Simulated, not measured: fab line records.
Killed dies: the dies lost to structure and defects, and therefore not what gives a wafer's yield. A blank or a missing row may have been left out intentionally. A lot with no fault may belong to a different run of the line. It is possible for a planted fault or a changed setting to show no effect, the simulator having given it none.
fab line records	flow n5Finfet
record: lots: 24	wafers: 72	lastDay: 18
route steps=1938 shown BEOL_M1@776
lots that met no fault: from a run of the same line without faults
startH: hours from the record's first day to the start of the lot's first wafer shown	waitH: how many hours have passed since the lot's step before this one	" unchanged from the row above	L1.1+2: a single row standing in for several wafers	- value missing, or start not given	* or withheld: withheld	< > ~ a bound
route shown NAME@n: names a module that has steps shown in the file, with the first one's number in the route	usual: mean/standard deviation taken from wafers without a fault	same: alike in all rows	chamber/n: place in a boat	sites: each site's reading	_std_site: the values' standard deviation	_edge_site: mean of outer sites minus mean of inner sites	radiusMm: for every site, how far away it sits from the centre of the wafer	mask NAME#n: copy n	behind: tool/chamber where the wafer was last shaped	hold: the reason the lot was held/the length of the hold in hours/how it ended	device: names the non-switching transistor (n, p or np)	end of line: tests run on the same wafers once the route is complete	a step with no rows: only its recipe	killed: count of dies lost to structure and defects at first sort (not the wafer's yield)	map: a wafer's dies, x killed, . not, _ none there
set.NAME: setting as actually run; set.NAME@STEP: the setting as run at that earlier step	model.NAME: the simulator's own value behind a step, which no gauge read
one table for each step of the route and one row for each wafer, over a sample of lots
services: the hour from which a tool's chamber was out of use, counted from the record's first day as startH (under 0 if before that day), plus the number of hours and why
== steps ==
step: N5_BEOL_M1_CD_MEAS_18
recipe: pitchNm: 36	targetCdNm: 18
usual: cdNm: 18.0/0.33
lot.wafer	tool	chamber	startH	waitH	cdNm
L074.2	cdSem-01	-	124.87	0.1	17.6
L074.4	"	-	"	"	17.7
L074.6	"	-	"	"	17.8
L075.1	cdSem-02	-	134.52	0.0	17.9
L075.4	"	-	"	"	18.0
L075.6	"	-	"	"	18.0
L076.3	cdSem-02	-	137.67	0.1	18.6
L076.5	"	-	"	"	17.7
L076.6	"	-	"	"	18.0
L077.2	cdSem-03	-	142.92	0.1	18.0
L077.4	"	-	"	"	18.5
L077.5	"	-	"	"	18.1
L078.1	cdSem-01	-	146.33	0.0	17.9
L078.3	"	-	"	"	18.5
L078.4	"	-	"	"	17.9
L079.1	cdSem-03	-	156.69	0.0	18.7
L079.3	"	-	"	"	17.6
L079.4	"	-	"	"	17.7
L080.2	cdSem-01	-	156.87	0.1	18.8
L080.3	"	-	"	"	18.0
L080.6	"	-	"	"	18.2
L081.3	cdSem-02	-	165.53	0.1	17.5
L081.5	"	-	"	"	18.1
L081.6	"	-	"	"	17.8
L082.4	cdSem-02	-	168.18	0.1	17.4
L082.5	"	-	"	"	18.5
L082.6	"	-	"	"	18.3
L083.4	cdSem-01	-	179.73	0.1	18.0
L083.5	"	-	"	"	18.1
L083.6	"	-	"	"	18.2
L085.2	cdSem-02	-	185.76	0.1	17.8
L085.3	"	-	"	"	18.1
L085.5	"	-	"	"	18.0
L084.3	cdSem-01	-	187.90	0.1	17.7
L084.4	"	-	"	"	18.4
L084.5	"	-	"	"	17.8
L086.1	cdSem-01	-	195.42	0.0	17.9
L086.3	"	-	"	"	17.9
L086.5	"	-	"	"	18.2
L087.1	cdSem-02	-	200.19	0.0	17.9
L087.3	"	-	"	"	18.2
L087.6	"	-	"	"	18.5
L088.2	cdSem-02	-	205.53	0.1	17.5
L088.4	"	-	"	"	18.1
L088.5	"	-	"	"	17.3
L089.4	cdSem-03	-	211.86	0.0	17.8
L089.5	"	-	"	"	18.0
L089.6	"	-	"	"	18.3
L090.1	cdSem-01	-	218.92	0.0	18.2
L090.3	"	-	"	"	18.2
L090.5	"	-	"	"	18.1
L091.3	cdSem-02	-	224.12	0.1	17.5
L091.5	"	-	"	"	17.5
L091.6	"	-	"	"	17.7
L092.2	cdSem-02	-	229.47	0.1	18.2
L092.3	"	-	"	"	18.2
L092.6	"	-	"	"	18.4
L093.2	cdSem-03	-	234.65	0.1	17.9
L093.3	"	-	"	"	17.9
L093.5	"	-	"	"	18.3
L094.1	cdSem-01	-	247.61	0.0	18.1
L094.5	"	-	"	"	18.2
L094.6	"	-	"	"	18.2
L095.1	cdSem-01	-	252.38	0.1	17.8
L095.4	"	-	"	"	17.9
L095.5	"	-	"	"	17.7
L096.1	cdSem-01	-	256.13	0.0	18.5
L096.2	"	-	"	"	17.9
L096.5	"	-	"	"	18.3
L097.2	cdSem-03	-	265.52	0.1	17.9
L097.3	"	-	"	"	18.6
L097.5	"	-	"	"	18.1
step: N5_BEOL_M1_DEGAS_44
recipe: ambient: vacuum	tempC: 250	timeS: 60
usual: heaterPowerW: 342/30
lot.wafer	tool	chamber	startH	waitH	heaterPowerW
L074.2	pvdSputter-02	-	127.53	0.3	352
L074.4	"	-	"	"	354
L074.6	"	-	"	"	305
L075.1	pvdSputter-02	-	138.33	0.5	355
L075.4	"	-	"	"	304
L075.6	"	-	"	"	359
L076.3	pvdSputter-02	-	141.85	0.5	357
L076.5	"	-	"	"	299
L076.6	"	-	"	"	401
L077.2	pvdSputter-03	-	147.25	0.1	369
L077.4	"	-	"	"	323
L077.5	"	-	"	"	377
L078.1	pvdSputter-01	-	150.11	0.3	366
L078.3	"	-	"	"	298
L078.4	"	-	"	"	369
L079.1	pvdSputter-01	-	158.76	0.1	317
L079.3	"	-	"	"	365
L079.4	"	-	"	"	294
L080.2	pvdSputter-01	-	158.84	0.1	309
L080.3	"	-	"	"	351
L080.6	"	-	"	"	353
L081.3	pvdSputter-01	-	178.81	0.2	322
L081.5	"	-	"	"	301
L081.6	"	-	"	"	352
L082.4	pvdSputter-03	-	178.86	0.1	326
L082.5	"	-	"	"	362
L082.6	"	-	"	"	336
L083.4	pvdSputter-01	-	190.98	0.4	313
L083.5	"	-	"	"	299
L083.6	"	-	"	"	366
L085.2	pvdSputter-01	-	191.24	0.4	319
L085.3	"	-	"	"	368
L085.5	"	-	"	"	295
L084.3	pvdSputter-02	-	191.72	0.7	304
L084.4	"	-	"	"	350
L084.5	"	-	"	"	299
L086.1	pvdSputter-02	-	204.91	0.4	299
L086.3	"	-	"	"	364
L086.5	"	-	"	"	352
L088.2	pvdSputter-03	-	208.04	0.2	330
L088.4	"	-	"	"	366
L088.5	"	-	"	"	365
L087.1	pvdSputter-02	-	211.41	0.7	367
L087.3	"	-	"	"	307
L087.6	"	-	"	"	296
L089.4	pvdSputter-02	-	217.33	2.1	301
L089.5	"	-	"	"	363
L089.6	"	-	"	"	295
L090.1	pvdSputter-03	-	228.62	0.2	328
L090.3	"	-	"	"	363
L090.5	"	-	"	"	318
L091.3	pvdSputter-01	-	234.20	0.5	317
L091.5	"	-	"	"	364
L091.6	"	-	"	"	324
L092.2	pvdSputter-02	-	238.71	0.3	345
L092.3	"	-	"	"	391
L092.6	"	-	"	"	357
L093.2	pvdSputter-02	-	241.59	0.2	358
L093.3	"	-	"	"	300
L093.5	"	-	"	"	360
L094.1	pvdSputter-03	-	252.43	0.3	336
L094.5	"	-	"	"	326
L094.6	"	-	"	"	330
L095.1	pvdSputter-01	-	263.58	2.0	292
L095.4	"	-	"	"	367
L095.5	"	-	"	"	361
L096.1	pvdSputter-01	-	268.30	0.2	309
L096.2	"	-	"	"	289
L096.5	"	-	"	"	295
L097.2	pvdSputter-03	-	268.31	0.2	369
L097.3	"	-	"	"	335
L097.5	"	-	"	"	340
step: N5_BEOL_M1_SPUTTER_90
recipe: material: Cu	targetThkA: 45	tempC: -20	chamberPressurePa: 0.07	powerW: withheld	timeS: 8.29
usual: throttleValvePct: 30.2/0.98
lot.wafer	tool	chamber	startH	waitH	throttleValvePct
L074.2	pvdSputter-02	-	129.39	0.1	27.8
L074.4	"	-	"	"	28.6
L074.6	"	-	"	"	31.0
L075.1	pvdSputter-02	-	140.17	0.1	29.1
L075.4	"	-	"	"	30.7
L075.6	"	-	"	"	30.7
L076.3	pvdSputter-01	-	143.62	0.1	31.1
L076.5	"	-	"	"	31.0
L076.6	"	-	"	"	29.5
L077.2	pvdSputter-03	-	148.90	0.1	29.9
L077.4	"	-	"	"	30.8
L077.5	"	-	"	"	29.6
L078.1	pvdSputter-01	-	151.78	0.1	30.8
L078.3	"	-	"	"	29.5
L078.4	"	-	"	"	29.8
L079.1	pvdSputter-01	-	160.52	0.1	29.4
L079.3	"	-	"	"	31.8
L079.4	"	-	"	"	29.7
L080.2	pvdSputter-03	-	162.24	0.1	30.7
L080.3	"	-	"	"	30.0
L080.6	"	-	"	"	29.6
L081.3	pvdSputter-03	-	180.57	0.1	29.9
L081.5	"	-	"	"	30.7
L081.6	"	-	"	"	30.0
L082.4	pvdSputter-01	-	180.61	0.1	30.7
L082.5	"	-	"	"	30.9
L082.6	"	-	"	"	32.0
L083.4	pvdSputter-01	-	192.82	0.1	29.8
L083.5	"	-	"	"	29.8
L083.6	"	-	"	"	30.0
L085.2	pvdSputter-03	-	194.46	0.1	29.4
L085.3	"	-	"	"	30.2
L085.5	"	-	"	"	29.7
L084.3	pvdSputter-01	-	194.78	0.1	31.7
L084.4	"	-	"	"	31.0
L084.5	"	-	"	"	30.9
L086.1	pvdSputter-01	-	206.84	0.1	30.9
L086.3	"	-	"	"	30.1
L086.5	"	-	"	"	29.9
L088.2	pvdSputter-02	-	209.87	0.1	31.0
L088.4	"	-	"	"	28.6
L088.5	"	-	"	"	28.1
L087.1	pvdSputter-01	-	213.32	0.1	30.0
L087.3	"	-	"	"	30.0
L087.6	"	-	"	"	30.6
L089.4	pvdSputter-03	-	219.14	0.1	30.1
L089.5	"	-	"	"	30.1
L089.6	"	-	"	"	29.6
L090.1	pvdSputter-03	-	230.56	0.1	30.2
L090.3	"	-	"	"	29.6
L090.5	"	-	"	"	29.6
L091.3	pvdSputter-01	-	238.02	0.1	30.9
L091.5	"	-	"	"	32.0
L091.6	"	-	"	"	30.9
L092.2	pvdSputter-02	-	240.39	0.1	28.1
L092.3	"	-	"	"	28.7
L092.6	"	-	"	"	31.3
L093.2	pvdSputter-02	-	243.23	0.1	30.6
L093.3	"	-	"	"	28.7
L093.5	"	-	"	"	30.6
L094.1	pvdSputter-03	-	254.43	0.1	30.2
L094.5	"	-	"	"	29.9
L094.6	"	-	"	"	30.8
L095.1	pvdSputter-02	-	265.34	0.1	30.7
L095.4	"	-	"	"	27.9
L095.5	"	-	"	"	30.9
L096.1	pvdSputter-02	-	269.97	0.1	30.8
L096.2	"	-	"	"	28.7
L096.5	"	-	"	"	31.1
L097.2	pvdSputter-01	-	270.18	0.1	31.9
L097.3	"	-	"	"	29.9
L097.5	"	-	"	"	29.9
step: N5_BEOL_M1_ANNEAL_93
recipe: tempC: 400	timeS: 240	ambient: vacuum
usual: heaterPowerW: 846/73
lot.wafer	tool	chamber	startH	waitH	heaterPowerW
L074.2	pvdSputter-02	-	129.69	0.0	982
L074.4	"	-	"	"	867
L074.6	"	-	"	"	771
L075.1	pvdSputter-02	-	140.47	0.0	850
L075.4	"	-	"	"	915
L075.6	"	-	"	"	921
L076.3	pvdSputter-01	-	143.92	0.0	738
L076.5	"	-	"	"	751
L076.6	"	-	"	"	786
L077.2	pvdSputter-03	-	149.20	0.0	844
L077.4	"	-	"	"	889
L077.5	"	-	"	"	866
L078.1	pvdSputter-01	-	152.08	0.0	732
L078.3	"	-	"	"	798
L078.4	"	-	"	"	910
L079.1	pvdSputter-01	-	160.82	0.0	785
L079.3	"	-	"	"	888
L079.4	"	-	"	"	897
L080.2	pvdSputter-03	-	162.54	0.0	919
L080.3	"	-	"	"	843
L080.6	"	-	"	"	779
L081.3	pvdSputter-03	-	180.87	0.0	836
L081.5	"	-	"	"	947
L081.6	"	-	"	"	860
L082.4	pvdSputter-01	-	180.91	0.0	725
L082.5	"	-	"	"	730
L082.6	"	-	"	"	899
L083.4	pvdSputter-01	-	193.12	0.0	910
L083.5	"	-	"	"	882
L083.6	"	-	"	"	819
L085.2	pvdSputter-03	-	194.76	0.0	799
L085.3	"	-	"	"	851
L085.5	"	-	"	"	791
L084.3	pvdSputter-01	-	195.08	0.0	882
L084.4	"	-	"	"	757
L084.5	"	-	"	"	751
L086.1	pvdSputter-01	-	207.14	0.0	724
L086.3	"	-	"	"	895
L086.5	"	-	"	"	802
L088.2	pvdSputter-02	-	210.17	0.0	741
L088.4	"	-	"	"	877
L088.5	"	-	"	"	974
L087.1	pvdSputter-01	-	213.62	0.0	776
L087.3	"	-	"	"	887
L087.6	"	-	"	"	733
L089.4	pvdSputter-03	-	219.44	0.0	835
L089.5	"	-	"	"	839
L089.6	"	-	"	"	854
L090.1	pvdSputter-03	-	230.86	0.0	860
L090.3	"	-	"	"	813
L090.5	"	-	"	"	816
L091.3	pvdSputter-01	-	238.32	0.0	729
L091.5	"	-	"	"	890
L091.6	"	-	"	"	742
L092.2	pvdSputter-02	-	240.69	0.0	993
L092.3	"	-	"	"	867
L092.6	"	-	"	"	736
L093.2	pvdSputter-02	-	243.53	0.0	887
L093.3	"	-	"	"	845
L093.5	"	-	"	"	934
L094.1	pvdSputter-03	-	254.73	0.0	841
L094.5	"	-	"	"	843
L094.6	"	-	"	"	946
L095.1	pvdSputter-02	-	265.64	0.0	904
L095.4	"	-	"	"	985
L095.5	"	-	"	"	768
L096.1	pvdSputter-02	-	270.27	0.0	913
L096.2	"	-	"	"	863
L096.5	"	-	"	"	754
L097.2	pvdSputter-01	-	270.48	0.0	904
L097.3	"	-	"	"	766
L097.5	"	-	"	"	793
step: N5_BEOL_M1_THK_MEAS_53
recipe: thkMeasGauge: xrf	reads: Cu_of_BEOL_M1_ECD_50
usual: M1_THK: 39.6/1.5
lot.wafer	tool	chamber	startH	waitH	M1_THK[nm]
L074.2	filmMetro-02	-	130.83	-	38.4
L074.4	"	-	"	"	40.9
L074.6	"	-	"	"	39.9
L075.1	filmMetro-01	-	141.61	-	41.2
L075.4	"	-	"	"	40.2
L075.6	"	-	"	"	39.1
L076.3	filmMetro-01	-	145.07	-	39.1
L076.5	"	-	"	"	38.9
L076.6	"	-	"	"	42.7
L077.2	filmMetro-01	-	150.54	-	38.3
L077.4	"	-	"	"	40.4
L077.5	"	-	"	"	39.5
L078.1	filmMetro-02	-	153.23	-	38.0
L078.3	"	-	"	"	37.3
L078.4	"	-	"	"	41.8
L079.1	filmMetro-02	-	161.97	-	39.1
L079.3	"	-	"	"	38.5
L079.4	"	-	"	"	39.9
L080.2	filmMetro-01	-	163.69	-	40.4
L080.3	"	-	"	"	39.6
L080.6	"	-	"	"	42.6
L082.4	filmMetro-02	-	182.06	-	39.8
L082.5	"	-	"	"	41.3
L082.6	"	-	"	"	40.1
L081.3	filmMetro-01	-	182.30	-	35.7
L081.5	"	-	"	"	39.3
L081.6	"	-	"	"	37.9
L083.4	filmMetro-01	-	194.32	-	39.7
L083.5	"	-	"	"	39.0
L083.6	"	-	"	"	38.9
L085.2	filmMetro-02	-	195.92	-	36.6
L085.3	"	-	"	"	37.7
L085.5	"	-	"	"	40.2
L084.3	filmMetro-02	-	196.39	-	38.5
L084.4	"	-	"	"	39.0
L084.5	"	-	"	"	38.7
L086.1	filmMetro-02	-	208.29	-	38.7
L086.3	"	-	"	"	39.5
L086.5	"	-	"	"	38.9
L088.2	filmMetro-01	-	211.31	-	36.5
L088.4	"	-	"	"	38.9
L088.5	"	-	"	"	38.9
L087.1	filmMetro-02	-	214.79	-	37.9
L087.3	"	-	"	"	40.0
L087.6	"	-	"	"	40.1
L089.4	filmMetro-01	-	220.72	-	40.4
L089.5	"	-	"	"	41.3
L089.6	"	-	"	"	40.6
L090.1	filmMetro-02	-	232.06	-	38.7
L090.3	"	-	"	"	38.9
L090.5	"	-	"	"	39.1
L091.3	filmMetro-02	-	239.47	-	39.4
L091.5	"	-	"	"	41.0
L091.6	"	-	"	"	40.9
L092.2	filmMetro-02	-	241.85	-	41.3
L092.3	"	-	"	"	40.2
L092.6	"	-	"	"	41.1
L093.2	filmMetro-02	-	244.78	-	39.9
L093.3	"	-	"	"	40.5
L093.5	"	-	"	"	42.7
L094.1	filmMetro-02	-	255.87	-	36.5
L094.5	"	-	"	"	38.5
L094.6	"	-	"	"	38.6
L095.1	filmMetro-01	-	266.79	-	38.6
L095.4	"	-	"	"	41.9
L095.5	"	-	"	"	42.2
L096.1	filmMetro-02	-	271.42	-	41.2
L096.2	"	-	"	"	37.7
L096.5	"	-	"	"	40.1
L097.2	filmMetro-02	-	271.65	-	39.0
L097.3	"	-	"	"	38.0
L097.5	"	-	"	"	41.9
step: N5_BEOL_M1_INSPECT_59
recipe: inspectInstrument: darkfield	mode: postDep
usual: rawDefectCount: 74/25
lot.wafer	tool	chamber	startH	waitH	rawDefectCount
L074.2	defectInspect-01	-	131.12	0.0	55
L074.4	"	-	"	"	61
L074.6	"	-	"	"	31
L075.1	defectInspect-01	-	141.91	0.0	81
L075.4	"	-	"	"	72
L075.6	"	-	"	"	122
L076.3	defectInspect-01	-	145.36	0.0	55
L076.5	"	-	"	"	31
L076.6	"	-	"	"	47
L077.2	defectInspect-02	-	150.84	0.0	89
L077.4	"	-	"	"	106
L077.5	"	-	"	"	91
L078.1	defectInspect-01	-	153.52	0.0	58
L078.3	"	-	"	"	72
L078.4	"	-	"	"	67
L079.1	defectInspect-01	-	162.25	0.0	69
L079.3	"	-	"	"	92
L079.4	"	-	"	"	75
L080.2	defectInspect-02	-	164.01	0.0	106
L080.3	"	-	"	"	101
L080.6	"	-	"	"	69
L082.4	defectInspect-02	-	182.34	0.0	62
L082.5	"	-	"	"	45
L082.6	"	-	"	"	47
L081.3	defectInspect-02	-	182.59	0.0	48
L081.5	"	-	"	"	71
L081.6	"	-	"	"	67
L083.4	defectInspect-01	-	194.66	0.0	113
L083.5	"	-	"	"	75
L083.6	"	-	"	"	58
L085.2	defectInspect-01	-	196.21	0.0	42
L085.3	"	-	"	"	70
L085.5	"	-	"	"	35
L084.3	defectInspect-01	-	196.67	0.0	57
L084.4	"	-	"	"	84
L084.5	"	-	"	"	57
L086.1	defectInspect-01	-	208.58	0.0	66
L086.3	"	-	"	"	89
L086.5	"	-	"	"	53
L088.2	defectInspect-02	-	211.63	0.0	92
L088.4	"	-	"	"	55
L088.5	"	-	"	"	72
L087.1	defectInspect-01	-	215.08	0.0	58
L087.3	"	-	"	"	103
L087.6	"	-	"	"	62
L089.4	defectInspect-01	-	221.04	0.0	89
L089.5	"	-	"	"	96
L089.6	"	-	"	"	66
L090.1	defectInspect-02	-	232.35	0.0	45
L090.3	"	-	"	"	55
L090.5	"	-	"	"	55
L091.3	defectInspect-01	-	239.76	0.0	194
L091.5	"	-	"	"	120
L091.6	"	-	"	"	131
L092.2	defectInspect-02	-	242.14	0.0	86
L092.3	"	-	"	"	109
L092.6	"	-	"	"	49
L093.2	defectInspect-02	-	245.06	0.0	43
L093.3	"	-	"	"	78
L093.5	"	-	"	"	80
L094.1	defectInspect-01	-	256.16	0.0	92
L094.5	"	-	"	"	64
L094.6	"	-	"	"	58
L095.1	defectInspect-01	-	267.08	0.0	79
L095.4	"	-	"	"	70
L095.5	"	-	"	"	68
L096.1	defectInspect-01	-	271.71	0.0	38
L096.2	"	-	"	"	50
L096.5	"	-	"	"	37
L097.2	defectInspect-01	-	271.97	0.0	55
L097.3	"	-	"	"	84
L097.5	"	-	"	"	116
== services ==
tool	chamber	startH	hours	kind
pvdSputter-02	-	162.27	23.5	repair
== key ==
fault none
